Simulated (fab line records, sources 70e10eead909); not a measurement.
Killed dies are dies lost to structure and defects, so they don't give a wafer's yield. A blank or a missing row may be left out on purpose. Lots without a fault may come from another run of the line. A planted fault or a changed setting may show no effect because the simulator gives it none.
Chamber matching | flow nand_harc | NHARC_A_STAIRCASE_ETCH_230 on rie_diel-03: 4 sister chambers
The step etches the open film in C4F8/O2, target depth 100 nm, time 40.5 s. 20 wafers are shown with their chamber, then 9 later ones without.

WAFERS WITH THEIR CHAMBER
wafer  | chamber | rf_vpp_V (V) | rf_fwd_power_W (W) | oes_product_au (a.u.)
L115.3 | 1       | 887          | 595                | 0.959
L115.4 | 0       | 892          | 593                | 0.945
L115.6 | 3       | 888          | 587                | 0.936
L119.1 | 1       | 888          | 593                | 0.948
L119.3 | 2       | 904          | 596                | 0.933
L119.4 | 0       | 892          | 597                | 0.955
L121.1 | 2       | 905          | 593                | 0.947
L121.4 | 3       | 890          | 592                | 0.937
L121.6 | 2       | 905          | 597                | 0.939
L120.2 | 2       | 906          | 598                | 0.968
L120.5 | 0       | 892          | 599                | 0.989
L120.6 | 1       | 886          | 594                | 0.964
L122.4 | 3       | 888          | 588                | 0.948
L122.5 | 1       | 888          | 593                | 0.960
L122.6 | 2       | 906          | 599                | 0.940
L124.1 | 2       | 905          | 594                | 0.944
L124.2 | 1       | 886          | 593                | 0.940
L124.3 | 0       | 890          | 592                | 0.964
L126.1 | 0       | 891          | 595                | 0.944
L126.5 | 3       | 888          | 587                | 0.933

SIGNATURES (means of the wafers above)
reading        | chamber 0 | chamber 1 | chamber 2 | chamber 3 | scatter within a chamber
rf_vpp_V       | 891.40    | 887.00    | 905.17    | 888.50    | 0.903
rf_fwd_power_W | 595.20    | 593.60    | 596.17    | 588.50    | 2.23
oes_product_au | 0.95940   | 0.95420   | 0.94517   | 0.93850   | 0.0128
Rule: a wafer's distance from a chamber is the root of the sum, over the readings, of the square of ((its reading less the chamber's mean) divided by the reading's scatter). The wafer belongs to the nearest chamber; if the next one is less than 2 further off, it can't be placed. The scatter: the root of (the sum of the squares of (reading less its chamber's mean) over the shown wafers, divided by (wafers less chambers)).

WAFERS WITHOUT THEIR CHAMBER
wafer  | rf_vpp_V (V) | rf_fwd_power_W (W) | oes_product_au (a.u.)
L126.6 | 892          | 595                | 0.949
L125.1 | 885          | 595                | 0.922
L125.4 | 905          | 599                | 0.926
L125.5 | 886          | 596                | 0.936
L129.1 | 905          | 598                | 0.947
L129.4 | 887          | 592                | 0.942
L129.6 | 891          | 594                | 0.969
L131.3 | 886          | 597                | 0.959
L131.6 | 887          | 589                | 0.938

WHICH CHAMBER EACH WENT THROUGH
wafer  | from the rows above     | in truth
L126.6 | 0                       | 0
L125.1 | can't be placed: 1 or 3 | 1
L125.4 | 2                       | 2
L125.5 | 1                       | 1
L129.1 | 2                       | 2
L129.4 | can't be placed: 1 or 3 | 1
L129.6 | 0                       | 0
L131.3 | 1                       | 1
L131.6 | can't be placed: 3 or 1 | 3
Placed correctly: 6 of 9. Can't be placed from these rows: 3 (the true chamber is among the candidates in 3). Placed wrongly: 0.
